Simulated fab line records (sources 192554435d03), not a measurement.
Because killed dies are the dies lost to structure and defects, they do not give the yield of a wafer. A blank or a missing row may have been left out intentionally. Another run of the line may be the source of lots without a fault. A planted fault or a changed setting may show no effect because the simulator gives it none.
Problem report, 8D (eight disciplines) form, completed by code    flow n5_finfet    the parts of the form that need people (team, actions taken, sign-off) are left out

## 1. THE PROBLEM
M4_THK at N5_BEOL_M4_THK_MEAS_53 reads a mean of 149.6 nm on 6 wafers of 2 lots; wafers without a fault read 39.0 nm with a standard deviation of 1.9. Measured from the usual mean, that is +58 standard deviations.
The step: measures by xrf.
The first sign was on wafer L417.1 at day 10 06:12, on film_metro-02. The record has a number at this step for 27 wafers belonging to 9 lots. By rule, "out" or "out of limits" means more than 4 standard deviations away from the usual mean. The rest of the wafers with a number are treated as sound.

## 2. WHAT IT IS; WHAT IT IS NOT
question                     is                            is not
which readings at this step  M4_THK                        -
which lots                   L417, L418                    L415, L416, L422, L425, L428, L429, L430
which wafers of those lots   all that have a number        -
read on which gauges         film_metro-01, film_metro-02  -
when                         from day 10 06:12             up to then (6 sound wafers); but 15 sound wafers of L422, L425, L428, L429, L430 came after

## 3. WHAT RULES OUT EACH SUSPECT
Counting: any tool at a process step up to the reading is kept as a suspect provided that every lot that is out went through it and no sound lot did after the first of them.
- the gauge at N5_BEOL_M4_THK_MEAS_53 is ruled out. 2 gauges (film_metro-01, film_metro-02) read the wafers that are out.
- pvd_sputter-03 at N5_BEOL_M4_ANNEAL_82 (time 240 s): ruled out as a lasting fault. Following L417 (day 10 04:10), the first lot on it that is out, the sound lots L422, L428, L430 were run on it.
- pvd_sputter-03 at N5_BEOL_M4_ANNEAL_89 (time 240 s): ruled out as a lasting fault. Following L417 (day 10 04:36), the first lot on it that is out, the sound lots L422, L428, L430 were run on it.
- pvd_sputter-03 at N5_BEOL_M4_ANNEAL_95 (time 240 s): ruled out as a lasting fault. Following L417 (day 10 05:16), the first lot on it that is out, the sound lots L422, L428, L430 were run on it.
- cmp-02 at N5_BEOL_M4_CMP_52 (polishes, stops on SiOC, t overpolish 6.8 s, target thk 40 nm): ruled out as a lasting fault. Following L417 (day 10 05:57), the first lot on it that is out, the sound lots L430 were run on it.
Left after counting: nothing in the record.

## 4. THE CAUSE (what the simulator had put in)
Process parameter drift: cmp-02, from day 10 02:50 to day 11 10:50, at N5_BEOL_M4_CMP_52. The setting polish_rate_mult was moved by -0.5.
Counting ruled it out, wrongly: the rule takes a fault to strike every lot that its tool runs from its start on, and this one did not.

## 5. SEQUENCE OF EFFECTS, ordered by route
One row per reading whose mean, taken over the struck wafers that have a number, lies over 3 standard deviations from the usual. Only readings whose record carries a usual standard deviation are examined. hours: median over the lots of the time between each lot's start at the first step of this table that gives one and its start at this step. sigmas: the change, counted in usual standard deviations.
hours  step                     reading                   usual    on struck wafers  change  sigmas
0      N5_BEOL_M4_CMP_52        barrier_field_endpoint_s  24.7 s   41.3              +16.6   +23
0      N5_BEOL_M4_CMP_52        overpolish_run_s          6.799 s  0.038             -6.761  -99 or more
0      N5_BEOL_M4_CMP_52        time_to_endpoint_s        61 s     81                +20     +5.5
0      N5_BEOL_M4_THK_MEAS_53   M4_THK                    39.0 nm  149.6             +110.6  +58
1      N5_BEOL_M4_INSPECT_59    raw_defect_count          73       4982              +4909   +99 or more
111    N5_PASSIVATION_PROBE_49  defect_limited_yield      91.5 %   0.0               -91.5   -65
111    N5_PASSIVATION_PROBE_49  killed_at_M4_up           12       1117              +1105   +99 or more
111    N5_PASSIVATION_PROBE_49  killed_dies               100      1180              +1080   +64
111    N5_PASSIVATION_PROBE_49  killed_on_rim             13       152               +139    +36
111    N5_PASSIVATION_PROBE_49  sort_n_pass               1079     0                 -1079   -63
111    N5_PASSIVATION_PROBE_49  sort_yield_pct            91.4 %   0.0               -91.4   -61
Here are the process steps it includes:
- N5_BEOL_M4_CMP_52: polishes, stops on SiOC, t overpolish 6.8 s, target thk 40 nm.
- N5_PASSIVATION_PROBE_49

## 6. WHAT WOULD HAVE CAUGHT IT SOONER
Counted from the fault's start at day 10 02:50, it took 3 hours until the first out-of-limits reading at a measuring or inspecting step in this record, taken at day 10 06:12.
The tool's own readings at N5_BEOL_M4_CMP_52 were out on every struck wafer that the step has a row for (barrier_field_endpoint_s, overpolish_run_s, time_to_endpoint_s): an alarm limit on them would have fired on the first of those.
